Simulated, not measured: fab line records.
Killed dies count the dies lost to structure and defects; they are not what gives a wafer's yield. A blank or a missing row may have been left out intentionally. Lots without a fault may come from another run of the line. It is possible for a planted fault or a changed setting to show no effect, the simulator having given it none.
Comparing a struck lot with a sound one	flow n5 finfet	19 out of 1938 route steps
Sound: wafers L988.3, L988.4, L988.6. The struck wafers were L998.2, L998.3, L998.6. At the end, the cause is stated.
At each step with rows: each side's tool, then ch and its chambers, then its first start. Under that, the readings that differ: sound wafers	struck wafers	difference of the means	sigmas: that difference in standard deviations of wafers without a fault.
alike: same words and numbers on both sides, and readings whose means sit less than 2 such deviations apart. not compared: any withheld reading, any reading some wafer has no value for, any bound like >300 that may hide the same value, and any number with overlapping values for which the record gives no deviation.
The two part at a step that has a row with sigmas, a row that says differs or no value, or rows on one side only. Numbers that have no deviation but don't overlap get no sigmas and don't part them. A reading missing from all wafers of one side parts the sides only when that side holds two or more wafers.

N5_BEOL_M7_STRIP_80: strips in N2/H2, time 10 s.
  sound on rie diel-05 ch 0,1,3; struck on rie diel-02 ch 0,2
  alike: drypump motor current A, oes product au, rf vpp V, showerhead plenum p Torr, throttle valve pct
  not compared: rf hours counter h
N5_BEOL_M7_OCD_MEAS_38:
  sound on ocd-02, day 12 05:55; struck on ocd-02, day 13 14:33
  alike: trench depth nm
then, 4 steps without rows for these wafers: N5_BEOL_M7_HM_STRIP_39 (strips TiN in peroxide tin strip, target depth 25 nm, time 158 s); N5_BEOL_M7_SRD_40 (time 30 s); N5_BEOL_M7_PRECLEAN_42 (cleans in residue remover, time 60 s); N5_BEOL_M7_SRD_43 (time 30 s).
N5_BEOL_M7_CD_MEAS_35: target cd 40 nm.
  sound on cd sem-03, day 12 06:04; struck on cd sem-01, day 13 14:43
  alike: cd nm
then, 1 step without rows for these wafers: N5_BEOL_M7_CURE_75 (cures SiCOH lowk, time 120 s).
N5_BEOL_M7_DEGAS_44: time 60 s.
  sound on pvd sputter-03, day 12 06:45; struck on pvd sputter-01, day 13 15:20
  alike: heater power w
N5_BEOL_M7_PRE_CLEAN_45: time 30 s.
  sound on pvd sputter-03, day 12 06:47; struck on pvd sputter-01, day 13 15:23
  alike: heater power w
then, 2 steps without rows for these wafers: N5_BEOL_M7_ALD_77 (deposits TaN, target thk 2 nm, pulse time 2 s, purge time 3 s); N5_BEOL_M7_SURFACE_TREAT_79.
N5_BEOL_M7_CVD_78: deposits Co from CCTBA/H2, target thk 2 nm, time 142.3 s.
  sound on cvd co-01 ch 0,1,2, day 12 07:14; struck on cvd co-02 ch 1,2, day 13 16:20
N5_BEOL_M7_SPUTTER_48: material Cu, target thk 10 nm, time 1.667 s.
  sound on pvd sputter-01, day 12 07:34; struck on pvd sputter-01, day 13 16:31
  alike: bias v, throttle valve pct
then, 1 step without rows for these wafers: N5_BEOL_M7_ECD_50 (material Cu, target thk 300 nm).
N5_BEOL_M7_ANNEAL_51: time 90 s.
  sound on rtp anneal-01 ch 0, day 12 07:54; struck on rtp anneal-02 ch 0, day 13 16:47
  alike: wafer_temp_C_max
N5_BEOL_M7_CMP_52: polishes, stops on SiCOH lowk, t overpolish 6.9 s, target thk 80 nm.
  sound on cmp-04 ch 0,1, day 12 08:07; struck on cmp-04 ch 2,3, day 13 17:04
reading	sound	struck	difference	sigmas
barrier field endpoint s (s)	29.3 29.8 29.0	31.8 31.0 31.7	+2.1	+3
time to endpoint s (s)	61.1 62.7 60.9	69.1 67.0 66.9	+6.1	+2
  alike: motor current A, overpolish run s, retaining ring pressure frac
N5_BEOL_M7_THK_MEAS_53: measures by xrf.
  sound on film metro-01, day 12 08:24; struck on film metro-02, day 13 17:20
  alike: M7_THK
-- the record jumps here: 3 days lie between the struck wafers' starts before and after (it left off in module BEOL_M7 and takes up again in module PASSIVATION, whose first step shown is number 1936 of the route) --
N5_PASSIVATION_PROBE_49:
  sound on prober-01, day 15 09:32; struck on prober-01, day 16 21:44
  alike: defect limited yield, killed_at_M0_to_M3, killed_at_M4_up, killed at contacts, killed at front end, killed at other, killed dies, killed open, killed short, sort_bin_5_function, sort_bin_6_memory, sort_bin_8_speed, sort n pass, sort yield pct

## WHERE THEY PART
N5_BEOL_M7_CMP_52 only, going by this record. Later steps at which nothing parts them and some readings are alike: N5_BEOL_M7_THK_MEAS_53, N5_PASSIVATION_PROBE_49.

WHY: whatever the simulator had introduced
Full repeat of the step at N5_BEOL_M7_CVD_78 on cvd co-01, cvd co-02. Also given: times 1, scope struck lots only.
